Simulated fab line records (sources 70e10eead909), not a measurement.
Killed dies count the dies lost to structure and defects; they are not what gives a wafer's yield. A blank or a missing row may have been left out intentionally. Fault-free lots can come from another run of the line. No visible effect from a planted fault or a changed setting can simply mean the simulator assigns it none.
fab line records    flow nandHarc
record lots=24  wafers=72  lastDay=27
route steps=1159 shown A_CONTACT@901 A_BLC@988
lots that met no fault: taken from a fault-free run of the same line
startH: hours from the record's first day to the start of the lot's first wafer shown    waitH: hours since the lot's step before    " as in the row above    L1.1+2: several wafers, shown together as one row    - no value, or no start was given    * or withheld: withheld    < > ~ a bound
route shown NAME@n: a module of which the file shows steps, and the number in the route of the first    usual: mean/standard deviation of fault-free wafers    same: alike in all rows    chamber/n: place in a boat    sites: the reading at each site    _std_site: the values' standard deviation    _edge_site: inner sites' mean taken away from outer sites' mean    radiusMm: for every site, how far away it sits from the centre of the wafer    mask NAME#n: copy n    behind: the tool/chamber that last shaped the wafer    hold: why the lot went on hold/how many hours it stayed there/how the hold came to an end    device: whichever transistor did not switch (one of n, p or np)    end of line: the route-end tests of the same wafers    a step with no rows: only its recipe    killed: dies lost to structure and defects at the first sort, not the wafer's yield    map: the dies of a wafer, with x for killed, . for not killed, _ for no die there
set.NAME: the run value of the setting; set.NAME@STEP: its run value at that earlier step    model.NAME: the simulator's own value behind a step, which no gauge read
one table for each step of the route and one row for each wafer, over a sample of lots
services: the hour from which a tool's chamber was out of use, counted from the record's first day as startH (under 0 if before that day), plus the number of hours and why
## steps
# step NHARC_A_CONTACT_ETCH_76
# recipe targetDepthA=2600  overEtchFrac=0.3  timeS=475.3  ionEnergyEv=200  n2FlowSccm=150  h2FlowSccm=150  arFlowSccm=0  rfW=400  biasW=150  chemistry=N2/H2
# usual drypumpMotorCurrentA=5.6/0.4  n2FlowSccm=150.1/0.46  oesProductAu=1.000/0.0066  rfVppV=429.4/2.5  showerheadPlenumPTorr=2.00/0.084  throttleValvePct=14.171/0.01
# same overEtchFrac=0.3
lot.wafer  tool        chamber  startH  waitH  drypumpMotorCurrentA  n2FlowSccm  oesProductAu  rfHoursCounterH  rfVppV  showerheadPlenumPTorr  throttleValvePct
L074.1     rieDiel-04  2        -       -      5.6                   150.3       0.998         15               429.3   2.01                   14.174
L074.6     "           2        "       "      5.6                   150.1       0.996         -                428.6   2.01                   14.156
L074.5     "           3        "       "      5.0                   150.2       0.996         -                430.4   2.05                   14.181
L075.3     rieDiel-04  0        -       -      5.6                   149.6       0.993         19               426.3   1.90                   14.170
L075.2     "           1        "       "      5.9                   150.8       0.999         18               428.0   2.02                   14.172
L075.6     "           0        "       "      5.6                   149.3       1.001         -                426.1   1.90                   14.158
L076.1     rieDiel-13  3        -       -      6.5                   151.1       0.990         47               435.4   2.20                   14.191
L076.3     "           0        "       "      5.4                   151.0       1.001         47               432.2   2.07                   14.191
L076.4     "           2        "       "      5.7                   149.8       1.004         48               426.3   1.90                   14.151
L077.1     rieDiel-04  0        -       -      5.6                   150.2       0.979         21               427.8   1.90                   14.166
L077.4     "           2        "       "      5.6                   149.6       1.001         20               431.3   2.01                   14.186
L077.6     "           1        "       "      5.8                   150.5       0.996         -                430.4   2.02                   14.166
L079.4     rieDiel-13  1        -       -      5.4                   150.2       1.008         54               429.5   1.97                   14.164
L079.5     "           1        "       "      5.3                   149.5       1.007         -                428.8   1.97                   14.161
L079.6     "           2        "       "      5.7                   150.0       1.010         -                426.4   1.90                   14.151
L078.4     rieDiel-11  1        -       -      5.7                   150.3       1.004         21               431.3   2.05                   14.163
L078.1     "           3        "       "      5.8                   149.9       1.001         20               428.3   1.97                   14.161
L078.5     "           1        "       "      5.7                   150.2       0.999         -                430.4   2.05                   14.180
L082.2     rieDiel-04  3        -       -      5.0                   150.0       1.001         1                430.9   2.04                   14.169
L082.4     "           0        "       "      5.6                   150.0       0.999         1                426.8   1.90                   14.182
L082.6     "           0        "       "      5.6                   150.5       1.002         -                426.8   1.90                   14.173
L083.3     rieDiel-13  0        -       -      5.4                   149.4       1.001         5                432.2   2.06                   14.183
L083.6     "           0        "       "      5.4                   149.7       0.999         -                429.9   2.06                   14.169
L083.5     "           1        "       "      5.3                   149.8       1.004         -                428.7   1.97                   14.165
L084.1     rieDiel-04  3        -       -      5.0                   151.6       0.996         3                431.6   2.04                   14.171
L084.3     "           2        "       "      5.7                   150.4       1.004         2                430.6   2.00                   14.184
L084.5     "           3        "       "      4.9                   151.0       1.003         -                429.0   2.04                   14.172
L088.2     rieDiel-13  0        -       -      5.4                   150.8       0.990         8                430.6   2.06                   14.157
L088.5     "           3        "       "      6.6                   149.8       0.989         -                434.6   2.19                   14.178
L088.6     "           0        "       "      5.5                   150.5       0.989         -                431.2   2.06                   14.190
L080.2     rieDiel-04  2        -       -      5.6                   149.8       0.994         4                428.8   2.00                   14.175
L080.1     "           3        "       "      4.9                   149.8       1.001         5                431.8   2.04                   14.164
L080.4     "           0        "       "      5.6                   150.1       1.000         -                427.0   1.90                   14.153
L085.4     rieDiel-13  2        -       -      5.7                   149.7       1.008         17               427.7   1.89                   14.184
L085.5     "           2        "       "      5.7                   150.0       1.005         -                426.3   1.89                   14.182
L085.6     "           3        "       "      6.5                   150.5       1.001         -                436.0   2.19                   14.167
L081.2     rieDiel-13  3        -       -      6.5                   149.8       0.999         19               433.7   2.19                   14.168
L081.3     "           0        "       "      5.5                   149.9       0.996         11               430.5   2.06                   14.180
L081.4     "           2        "       "      5.7                   149.5       1.005         19               424.5   1.89                   14.162
L086.2     rieDiel-04  1        -       -      5.9                   149.5       0.996         6                430.0   2.02                   14.171
L086.4     "           2        "       "      5.6                   150.6       1.001         9                429.6   2.00                   14.183
L086.6     "           0        "       "      5.6                   149.8       0.994         -                427.5   1.90                   14.169
L087.4     rieDiel-11  3        -       -      5.8                   150.6       1.019         45               428.4   1.97                   14.162
L087.6     "           0        "       "      5.5                   150.1       1.006         -                425.3   1.89                   14.181
L087.5     "           1        "       "      5.7                   150.1       1.001         -                431.4   2.04                   14.157
L089.2     rieDiel-13  3        -       -      6.5                   149.7       1.001         23               433.0   2.19                   14.186
L089.3     "           0        "       "      5.4                   149.7       0.997         16               431.7   2.06                   14.180
L089.6     "           2        "       "      5.7                   149.7       0.995         -                425.7   1.89                   14.163
L091.4     rieDiel-04  3        -       -      5.0                   150.0       1.008         10               431.6   2.04                   14.178
L091.1     "           0        "       "      5.6                   149.4       0.980         11               426.9   1.90                   14.170
L091.3     "           1        "       "      5.9                   150.7       0.996         7                429.6   2.02                   14.168
L090.1     rieDiel-13  1        -       -      5.4                   150.1       0.999         24               428.4   1.96                   14.186
L090.2     "           2        "       "      5.7                   150.1       0.995         25               426.4   1.89                   14.172
L090.5     "           1        "       "      5.4                   151.0       1.004         -                430.0   1.96                   14.176
L092.2     rieDiel-04  3        -       -      5.0                   149.5       0.998         11               431.4   2.04                   14.165
L092.5     "           2        "       "      5.6                   150.6       1.005         -                428.6   2.00                   14.165
L092.6     "           3        "       "      5.0                   149.8       1.011         -                429.1   2.04                   14.163
L094.1     rieDiel-13  3        -       -      6.5                   150.1       1.005         33               435.4   2.18                   14.175
L094.6     "           1        "       "      5.4                   149.8       0.999         -                428.2   1.96                   14.165
L094.5     "           2        "       "      5.7                   149.5       1.003         -                425.8   1.88                   14.162
L093.2     rieDiel-04  1        -       -      5.8                   150.4       1.001         13               429.1   2.01                   14.159
L093.1     "           3        "       "      4.9                   150.5       0.997         16               431.1   2.04                   14.172
L093.5     "           1        "       "      5.9                   150.1       0.987         -                429.1   2.01                   14.175
L097.4     rieDiel-04  2        -       -      5.6                   150.1       0.997         16               430.0   2.00                   14.163
L097.3     "           3        "       "      5.0                   150.0       0.988         16               430.4   2.04                   14.168
L097.6     "           0        "       "      5.6                   150.0       1.002         -                427.8   1.90                   14.168
L096.2     rieDiel-04  1        -       -      5.8                   150.3       0.997         14               429.7   2.01                   14.186
L096.6     "           1        "       "      5.9                   150.3       0.996         -                430.9   2.01                   14.156
L096.5     "           2        "       "      5.6                   149.7       1.007         -                429.8   2.00                   14.161
L095.2     rieDiel-04  3        -       -      4.9                   150.2       0.987         20               431.0   2.04                   14.177
L095.1     "           0        "       "      5.6                   150.6       0.994         21               426.5   1.90                   14.164
L095.6     "           3        "       "      4.9                   150.3       0.993         -                428.8   2.04                   14.181
# step NHARC_A_CONTACT_ETCH_132
# recipe sourceW=withheld  pressureMtorr=20  biasV=1200  timeS=156  targetDepthA=9580  arFlowSccm=withheld  c4f8FlowSccm=withheld  o2FlowSccm=withheld  chemistry=C4F8/O2/Ar
lot.wafer  tool           chamber  startH  waitH  rfHoursCounterH
L074.1     harCapEtch-03  1        386.69  0.1    85
L074.6     "              0        "       "      -
L074.5     "              1        "       "      -
L075.2     harCapEtch-01  0        417.48  0.1    58
L075.3     "              0        "       "      -
L075.6     "              1        "       "      -
L076.1     harCapEtch-02  1        422.48  0.1    13
L076.4     "              1        "       "      -
L076.3     "              0        "       "      -
L077.1     harCapEtch-02  1        428.47  0.1    15
L077.4     "              0        "       "      -
L077.6     "              1        "       "      -
L079.4     harCapEtch-03  0        434.23  0.1    -
L079.6     "              0        "       "      -
L079.5     "              1        "       "      -
L078.1     harCapEtch-01  0        439.61  0.1    61
L078.4     "              1        "       "      -
L078.5     "              1        "       "      -
L082.2     harCapEtch-02  1        479.84  0.1    19
L082.4     "              0        "       "      -
L082.6     "              0        "       "      -
L083.3     harCapEtch-03  1        481.04  0.1    -
L083.5     "              0        "       "      -
L083.6     "              1        "       "      -
L084.1     harCapEtch-03  1        489.56  0.1    96
L084.3     "              1        "       "      -
L084.5     "              0        "       "      -
L088.2     harCapEtch-01  0        490.33  0.1    66
L088.5     "              1        "       "      -
L088.6     "              0        "       "      -
L085.4     harCapEtch-02  0        499.11  0.1    -
L085.6     "              0        "       "      -
L085.5     "              1        "       "      -
L080.1     harCapEtch-03  0        499.20  0.1    98
L080.2     "              1        "       "      98
L080.4     "              1        "       "      -
L081.2     harCapEtch-02  0        508.29  0.1    25
L081.4     "              1        "       "      -
L081.3     "              0        "       "      -
L086.2     harCapEtch-02  1        514.87  0.1    27
L086.4     "              0        "       "      -
L086.6     "              1        "       "      -
L087.4     harCapEtch-01  0        516.66  0.1    -
L087.6     "              1        "       "      -
L087.5     "              0        "       "      -
L089.2     harCapEtch-03  0        518.39  0.1    104
L089.3     "              1        "       "      -
L089.6     "              0        "       "      -
L091.1     harCapEtch-01  0        520.49  0.1    74
L091.4     "              1        "       "      -
L091.3     "              0        "       "      -
L090.2     harCapEtch-02  1        521.06  0.1    29
L090.1     "              0        "       "      29
L090.5     "              1        "       "      -
L092.2     harCapEtch-03  1        522.59  0.1    105
L092.5     "              0        "       "      -
L092.6     "              1        "       "      -
L094.1     harCapEtch-02  1        547.68  0.1    34
L094.5     "              1        "       "      -
L094.6     "              0        "       "      -
L093.1     harCapEtch-01  0        549.94  0.2    79
L093.2     "              1        "       "      79
L093.5     "              1        "       "      -
L097.3     harCapEtch-01  1        552.14  0.2    -
L097.4     "              0        "       "      -
L097.6     "              0        "       "      -
L096.2     harCapEtch-02  1        553.28  0.1    37
L096.6     "              1        "       "      -
L096.5     "              0        "       "      -
L095.2     harCapEtch-02  1        562.66  0.1    43
L095.1     "              0        "       "      43
L095.6     "              1        "       "      -
# step NHARC_A_CONTACT_ETCH_91
# recipe targetDepthA=400  overEtchFrac=0.5  timeS=85.7  ionEnergyEv=120  ch3fFlowSccm=50  o2FlowSccm=30  arFlowSccm=200  rfW=500  biasW=100  chemistry=CH3F/O2
# usual drypumpMotorCurrentA=5.6/0.38  oesProductAu=0.96/0.037  rfVppV=243.9/1.5  showerheadPlenumPTorr=2.41/0.092  throttleValvePct=20.662/0.0093
# same overEtchFrac=0.5
lot.wafer  tool        chamber  startH  waitH  drypumpMotorCurrentA  oesProductAu  rfHoursCounterH  rfVppV  showerheadPlenumPTorr  throttleValvePct
L074.1     rieDiel-13  2        387.39  0.5    5.7                   1.02          38               241.8   2.30                   20.675
L074.5     "           1        "       "      5.4                   1.00          -                243.0   2.39                   20.671
L074.6     "           2        "       "      5.7                   1.01          -                241.5   2.30                   20.654
L075.3     rieDiel-04  2        418.16  0.4    5.6                   0.92          19               244.2   2.42                   20.676
L075.2     "           1        "       "      5.9                   0.91          19               242.8   2.44                   20.657
L075.6     "           3        "       "      5.0                   0.92          -                244.9   2.46                   20.678
L076.3     rieDiel-04  3        423.19  0.4    4.9                   0.97          21               244.5   2.46                   20.653
L076.1     "           0        "       "      5.6                   0.98          20               242.3   2.30                   20.658
L076.4     "           2        "       "      5.7                   0.98          20               245.9   2.42                   20.657
L077.1     rieDiel-11  3        429.20  0.5    5.8                   1.01          17               243.1   2.39                   20.659
L077.4     "           0        "       "      5.5                   1.00          18               242.5   2.30                   20.674
L077.6     "           2        "       "      5.7                   1.01          -                242.9   2.39                   20.670
L079.4     rieDiel-04  2        434.91  0.4    5.6                   0.92          22               242.2   2.42                   20.647
L079.5     "           1        "       "      5.9                   0.92          -                242.9   2.44                   20.665
L079.6     "           2        "       "      5.7                   0.92          -                244.6   2.42                   20.667
L078.1     rieDiel-04  0        440.36  0.6    5.6                   0.99          23               240.7   2.30                   20.660
L078.4     "           1        "       "      5.9                   0.99          22               244.3   2.44                   20.671
L078.5     "           3        "       "      5.0                   0.99          -                243.3   2.46                   20.649
L082.4     rieDiel-11  1        480.56  0.4    5.7                   0.93          35               245.7   2.46                   20.669
L082.2     "           2        "       "      5.7                   0.93          34               243.0   2.38                   20.668
L082.6     "           1        "       "      5.7                   0.92          -                244.5   2.46                   20.670
L083.3     rieDiel-04  2        481.71  0.4    5.6                   0.99          2                243.7   2.42                   20.662
L083.6     "           0        "       "      5.6                   0.99          -                243.0   2.30                   20.665
L083.5     "           2        "       "      5.6                   1.00          -                244.6   2.42                   20.671
L084.1     rieDiel-13  2        490.27  0.5    5.7                   0.92          15               242.4   2.29                   20.664
L084.3     "           3        "       "      6.5                   0.92          15               246.9   2.63                   20.670
L084.5     "           2        "       "      5.7                   0.92          -                242.1   2.29                   20.665
L088.2     rieDiel-04  2        491.05  0.5    5.6                   1.01          3                244.3   2.42                   20.650
L088.6     "           0        "       "      5.6                   1.00          -                242.9   2.30                   20.672
L088.5     "           1        "       "      5.8                   1.01          -                242.1   2.44                   20.654
L085.4     rieDiel-13  1        499.78  0.4    5.3                   0.93          17               244.6   2.37                   20.658
L085.5     "           0        "       "      5.5                   0.93          -                244.9   2.48                   20.662
L085.6     "           1        "       "      5.3                   0.95          -                244.9   2.37                   20.653
L080.2     rieDiel-13  0        499.91  0.5    5.5                   0.92          11               244.9   2.48                   20.676
L080.1     "           1        "       "      5.4                   0.94          17               244.1   2.37                   20.665
L080.4     "           2        "       "      5.7                   0.93          18               242.3   2.29                   20.662
L081.3     rieDiel-13  3        509.04  0.4    6.5                   0.93          19               246.2   2.63                   20.656
L081.4     "           0        "       "      5.5                   0.93          12               245.3   2.48                   20.664
L081.2     "           1        "       "      5.4                   0.93          18               243.1   2.37                   20.648
L086.2     rieDiel-11  1        515.57  0.5    5.7                   1.00          47               245.3   2.46                   20.668
L086.4     "           2        "       "      5.8                   1.00          48               244.3   2.38                   20.659
L086.6     "           2        "       "      5.8                   1.00          -                243.6   2.38                   20.643
L087.4     rieDiel-04  2        517.32  0.4    5.6                   1.00          9                244.0   2.42                   20.673
L087.6     "           0        "       "      5.6                   1.00          -                242.5   2.30                   20.669
L087.5     "           1        "       "      5.9                   1.00          -                244.0   2.43                   20.661
L089.3     rieDiel-04  3        519.13  0.5    5.0                   0.99          10               244.3   2.46                   20.662
L089.2     "           0        "       "      5.6                   0.99          12               241.5   2.30                   20.658
L089.6     "           0        "       "      5.6                   0.99          -                242.7   2.30                   20.659
L091.4     rieDiel-04  1        521.19  0.4    5.8                   0.92          8                244.0   2.43                   20.673
L091.3     "           2        "       "      5.6                   0.92          11               242.8   2.41                   20.655
L091.1     "           3        "       "      4.9                   0.92          11               244.1   2.46                   20.662
L090.2     rieDiel-13  1        521.79  0.6    5.3                   0.93          26               244.1   2.37                   20.649
L090.1     "           2        "       "      5.7                   0.92          27               242.5   2.28                   20.663
L090.5     "           0        "       "      5.5                   0.93          -                245.1   2.48                   20.650
L092.2     rieDiel-11  3        523.32  0.5    5.7                   0.94          49               241.6   2.37                   20.652
L092.5     "           0        "       "      5.5                   0.92          -                242.7   2.28                   20.668
L092.6     "           1        "       "      5.7                   0.92          -                244.6   2.45                   20.651
L094.1     rieDiel-13  3        548.63  0.8    6.6                   0.92          35               245.9   2.62                   20.682
L094.6     "           0        "       "      5.4                   0.92          -                244.8   2.47                   20.669
L094.5     "           1        "       "      5.4                   0.93          -                245.1   2.37                   20.658
L093.2     rieDiel-04  2        550.79  0.5    5.7                   0.92          16               244.5   2.41                   20.687
L093.1     "           0        "       "      5.6                   0.91          18               242.4   2.30                   20.657
L093.5     "           2        "       "      5.7                   0.92          -                242.8   2.41                   20.666
L097.3     rieDiel-04  3        552.92  0.5    5.0                   0.93          18               242.9   2.46                   20.642
L097.4     "           0        "       "      5.6                   0.93          19               242.1   2.30                   20.667
L097.6     "           3        "       "      5.0                   0.93          -                243.3   2.46                   20.668
L096.2     rieDiel-04  3        553.98  0.5    4.9                   0.92          18               244.2   2.46                   20.679
L096.6     "           3        "       "      4.9                   0.91          -                244.2   2.46                   20.647
L096.5     "           0        "       "      5.6                   0.92          -                242.0   2.30                   20.666
L095.1     rieDiel-11  2        563.37  0.5    5.8                   1.00          6                243.9   2.37                   20.653
L095.2     "           1        "       "      5.7                   1.00          5                243.7   2.45                   20.659
L095.6     "           2        "       "      5.8                   0.99          -                244.0   2.37                   20.647
# step NHARC_A_CONTACT_DEP_84
# recipe targetThkA=20000  tempC=400  material=aC
# usual throttleValvePct=34.999/0.0089
lot.wafer  tool       chamber  startH  waitH  throttleValvePct
L074.1     aclDep-02  0        388.57  -      35.007
L074.5     "          0        "       "      35.003
L074.6     "          0        "       "      34.988
L075.2     aclDep-02  0        420.42  -      34.987
L075.3     "          0        "       "      35.008
L075.6     "          0        "       "      35.011
L076.1     aclDep-01  0        424.36  -      35.009
L076.3     "          0        "       "      35.002
L076.4     "          0        "       "      35.013
L077.1     aclDep-01  0        430.33  -      34.997
L077.4     "          0        "       "      34.995
L077.6     "          0        "       "      34.998
L079.4     aclDep-01  0        436.69  -      34.990
L079.5     "          0        "       "      34.986
L079.6     "          0        "       "      35.002
L078.1     aclDep-02  0        441.60  -      35.001
L078.4     "          0        "       "      34.990
L078.5     "          0        "       "      35.012
L082.2     aclDep-02  0        492.65  -      35.006
L082.4     "          0        "       "      34.986
L082.6     "          0        "       "      34.992
L083.3     aclDep-03  0        493.08  -      35.007
L083.5     "          0        "       "      35.012
L083.6     "          0        "       "      34.983
L084.1     aclDep-02  0        501.88  -      34.996
L084.3     "          0        "       "      34.994
L084.5     "          0        "       "      35.006
L088.2     aclDep-01  0        502.27  -      35.005
L088.5     "          0        "       "      34.999
L088.6     "          0        "       "      34.992
L085.4     aclDep-03  0        508.67  -      34.998
L085.5     "          0        "       "      35.005
L085.6     "          0        "       "      35.009
L080.1     aclDep-02  0        509.03  -      34.998
L080.2     "          0        "       "      34.986
L080.4     "          0        "       "      34.993
L081.2     aclDep-03  0        514.37  -      35.010
L081.3     "          0        "       "      35.013
L081.4     "          0        "       "      34.994
L086.2     aclDep-01  0        518.83  -      34.994
L086.4     "          0        "       "      34.993
L086.6     "          0        "       "      34.996
L089.2     aclDep-02  0        521.52  -      34.998
L089.3     "          0        "       "      35.010
L089.6     "          0        "       "      35.001
L087.4     aclDep-03  0        521.62  -      35.007
L087.5     "          0        "       "      35.002
L087.6     "          0        "       "      34.985
L091.1     aclDep-01  0        522.36  -      34.997
L091.3     "          0        "       "      35.019
L091.4     "          0        "       "      35.009
L090.1     aclDep-03  0        523.43  -      34.981
L090.2     "          0        "       "      35.011
L090.5     "          0        "       "      35.004
L092.2     aclDep-02  0        526.27  -      35.002
L092.5     "          0        "       "      34.998
L092.6     "          0        "       "      34.995
L094.1     aclDep-02  0        550.32  -      35.008
L094.5     "          0        "       "      35.000
L094.6     "          0        "       "      34.989
L093.1     aclDep-01  0        553.16  -      34.982
L093.2     "          0        "       "      34.990
L093.5     "          0        "       "      34.999
L097.3     aclDep-02  0        555.61  -      34.987
L097.4     "          0        "       "      35.005
L097.6     "          0        "       "      34.998
L096.2     aclDep-03  0        555.62  -      34.998
L096.5     "          0        "       "      35.012
L096.6     "          0        "       "      35.001
L095.1     aclDep-01  0        565.40  -      34.991
L095.2     "          0        "       "      35.006
L095.6     "          0        "       "      34.996
# step NHARC_A_CONTACT_ETCH_135
# recipe sourceW=withheld  pressureMtorr=20  biasV=3000  timeS=132  targetDepthA=12870  arFlowSccm=withheld  c4f8FlowSccm=withheld  o2FlowSccm=withheld  chemistry=C4F8/O2/Ar
lot.wafer  tool           chamber  startH  waitH  rfHoursCounterH
L074.1     harCapEtch-01  0        391.96  0.2    55
L074.6     "              1        "       "      -
L074.5     "              0        "       "      -
L075.2     harCapEtch-03  1        423.63  0.2    89
L075.3     "              0        "       "      -
L075.6     "              0        "       "      -
L076.1     harCapEtch-03  1        427.72  0.2    90
L076.4     "              0        "       "      -
L076.3     "              1        "       "      -
L077.1     harCapEtch-02  1        433.73  0.2    15
L077.4     "              1        "       "      -
L077.6     "              0        "       "      -
L079.4     harCapEtch-02  0        439.53  0.1    -
L079.6     "              0        "       "      -
L079.5     "              1        "       "      -
L078.1     harCapEtch-03  1        444.99  0.2    92
L078.4     "              0        "       "      -
L078.5     "              0        "       "      -
L082.2     harCapEtch-03  1        495.87  0.2    96
L082.4     "              0        "       "      -
L082.6     "              1        "       "      -
L083.3     harCapEtch-01  0        496.04  0.1    -
L083.6     "              1        "       "      -
L083.5     "              0        "       "      -
L084.1     harCapEtch-03  1        505.25  0.2    98
L084.3     "              0        "       "      -
L084.5     "              0        "       "      -
L088.2     harCapEtch-01  0        505.43  0.2    69
L088.6     "              1        "       "      -
L088.5     "              0        "       "      -
L085.4     harCapEtch-02  1        511.34  0.1    -
L085.5     "              1        "       "      -
L085.6     "              0        "       "      -
L080.1     harCapEtch-01  0        512.45  0.2    71
L080.2     "              1        "       "      71
L080.4     "              1        "       "      -
L081.2     harCapEtch-02  1        517.60  0.2    27
L081.3     "              0        "       "      -
L081.4     "              1        "       "      -
L086.2     harCapEtch-01  1        522.05  0.2    74
L086.4     "              1        "       "      -
L086.6     "              1        "       "      -
L089.2     harCapEtch-02  0        524.66  0.2    29
L089.3     "              1        "       "      -
L089.6     "              1        "       "      -
L087.4     harCapEtch-01  0        524.91  0.1    -
L087.5     "              1        "       "      -
L087.6     "              0        "       "      -
L091.1     harCapEtch-03  1        525.93  0.2    105
L091.4     "              1        "       "      -
L091.3     "              0        "       "      -
L090.1     harCapEtch-02  0        526.93  0.2    30
L090.2     "              1        "       "      30
L090.5     "              0        "       "      -
L092.2     harCapEtch-01  1        529.33  0.2    75
L092.5     "              0        "       "      -
L092.6     "              1        "       "      -
L094.1     harCapEtch-01  1        554.85  0.2    82
L094.6     "              0        "       "      -
L094.5     "              1        "       "      -
L093.2     harCapEtch-02  0        556.48  0.2    39
L093.1     "              1        "       "      39
L093.5     "              1        "       "      -
L097.4     harCapEtch-01  0        559.51  0.1    -
L097.3     "              1        "       "      -
L097.6     "              1        "       "      -
L096.2     harCapEtch-01  1        560.38  0.2    85
L096.6     "              1        "       "      -
L096.5     "              0        "       "      -
L095.1     harCapEtch-02  1        568.97  0.2    45
L095.2     "              0        "       "      45
L095.6     "              1        "       "      -
# step NHARC_A_BLC_ALD_23
# recipe targetThkA=30  pulseTimeS=1  aldCycles=150  tempC=450  material=TiN
# usual heaterPowerW=1083/120  precursorPulseHeightRel=1.001/0.018
lot.wafer  tool         chamber  startH  waitH  heaterPowerW  precursorPulseHeightRel
L074.1     aldMetal-02  0        412.19  -      1071          1.018
L074.5     "            2        "       "      1098          1.010
L074.6     "            3        "       "      1187          0.975
L075.2     aldMetal-02  2        432.55  -      1105          0.990
L075.3     "            2        "       "      1088          1.006
L075.6     "            1        "       "      1071          1.006
L076.4     aldMetal-03  2        433.68  -      1039          1.019
L076.3     "            0        "       "      908           1.006
L076.1     "            1        "       "      1230          1.002
L077.1     aldMetal-02  2        439.73  -      1078          0.996
L077.4     "            0        "       "      1081          1.049
L077.6     "            1        "       "      1060          1.024
L079.4     aldMetal-02  1        455.76  -      1092          0.983
L079.6     "            2        "       "      1098          1.035
L079.5     "            3        "       "      1212          1.016
L078.1     aldMetal-03  2        461.89  -      1033          0.991
L078.4     "            0        "       "      890           0.979
L078.5     "            2        "       "      1013          1.000
L083.3     aldMetal-03  2        510.94  -      988           0.983
L083.5     "            2        "       "      962           1.014
L083.6     "            3        "       "      1015          1.002
L082.4     aldMetal-01  3        512.02  -      1122          1.005
L082.2     "            0        "       "      1194          0.991
L082.6     "            3        "       "      1160          1.012
L084.3     aldMetal-02  0        512.73  -      1076          1.021
L084.1     "            3        "       "      1198          0.969
L084.5     "            0        "       "      1048          0.953
L088.2     aldMetal-03  2        513.69  -      983           0.997
L088.5     "            3        "       "      999           1.025
L088.6     "            0        "       "      865           1.006
L085.4     aldMetal-03  0        518.05  -      880           1.043
L085.5     "            0        "       "      890           0.980
L085.6     "            1        "       "      1258          0.987
L080.4     aldMetal-02  3        518.94  -      1232          1.007
L080.2     "            1        "       "      1053          0.988
L080.1     "            2        "       "      1112          0.974
L081.2     aldMetal-03  2        531.87  -      998           0.992
L081.4     "            3        "       "      1026          1.010
L081.3     "            0        "       "      899           1.010
L086.2     aldMetal-01  3        537.05  -      1165          1.013
L086.4     "            0        "       "      1217          1.015
L086.6     "            1        "       "      936           1.003
L089.2     aldMetal-03  3        538.72  -      1007          1.031
L089.3     "            1        "       "      1260          1.025
L089.6     "            2        "       "      981           1.015
L087.4     aldMetal-03  0        541.36  -      883           0.988
L087.6     "            0        "       "      901           0.991
L087.5     "            1        "       "      1236          1.020
L091.3     aldMetal-01  3        543.12  -      1201          0.997
L091.4     "            1        "       "      936           0.999
L091.1     "            2        "       "      1259          0.974
L090.1     aldMetal-03  0        543.17  -      876           0.960
L090.2     "            2        "       "      983           0.983
L090.5     "            1        "       "      1244          0.992
L092.2     aldMetal-01  3        548.11  -      1169          0.998
L092.5     "            0        "       "      1233          0.989
L092.6     "            1        "       "      955           1.003
L094.1     aldMetal-03  1        565.78  -      1247          0.966
L094.5     "            0        "       "      899           1.009
L094.6     "            1        "       "      1226          0.985
L093.1     aldMetal-02  1        566.35  -      1080          1.003
L093.2     "            3        "       "      1164          0.984
L093.5     "            1        "       "      1051          1.004
L097.4     aldMetal-02  3        569.73  -      1127          0.999
L097.3     "            0        "       "      1031          0.994
L097.6     "            3        "       "      1153          1.017
L096.2     aldMetal-01  3        570.45  -      1164          0.972
L096.6     "            2        "       "      1238          1.004
L096.5     "            3        "       "      1152          0.992
L095.2     aldMetal-01  0        576.10  -      1233          1.021
L095.1     "            2        "       "      1276          1.017
L095.6     "            3        "       "      1167          0.973
## services
tool           chamber  startH  hours  kind
aldMetal-02    -        364.00  10.0   pm
aldMetal-03    2        370.78  15.7   repair
rieDiel-13     2        394.58  8.5    repair
rieDiel-04     -        403.24  0.5    repair
aldMetal-02    3        418.24  24.3   repair
harCapEtch-01  -        421.74  1.7    repair
aldMetal-02    0        430.00  4.4    repair
aldMetal-02    -        438.50  0.6    repair
rieDiel-04     0        442.08  2.6    repair
rieDiel-04     3        443.11  8.3    repair
rieDiel-04     3        451.85  2.1    repair
rieDiel-13     -        453.20  9.0    pm
rieDiel-04     -        465.98  9.0    pm
rieDiel-13     0        466.52  6.0    repair
aldMetal-03    2        475.35  30.1   repair
aldMetal-02    0        475.49  6.3    repair
aclDep-01      -        477.19  13.0   pm
rieDiel-04     1        479.75  6.5    repair
aldMetal-02    -        486.19  1.9    repair
rieDiel-04     1        494.32  8.7    repair
aldMetal-03    -        500.00  10.0   pm
aclDep-02      -        532.22  13.0   pm
harCapEtch-03  -        545.00  17.0   pm
rieDiel-04     0        576.03  3.6    repair
## key
fault none
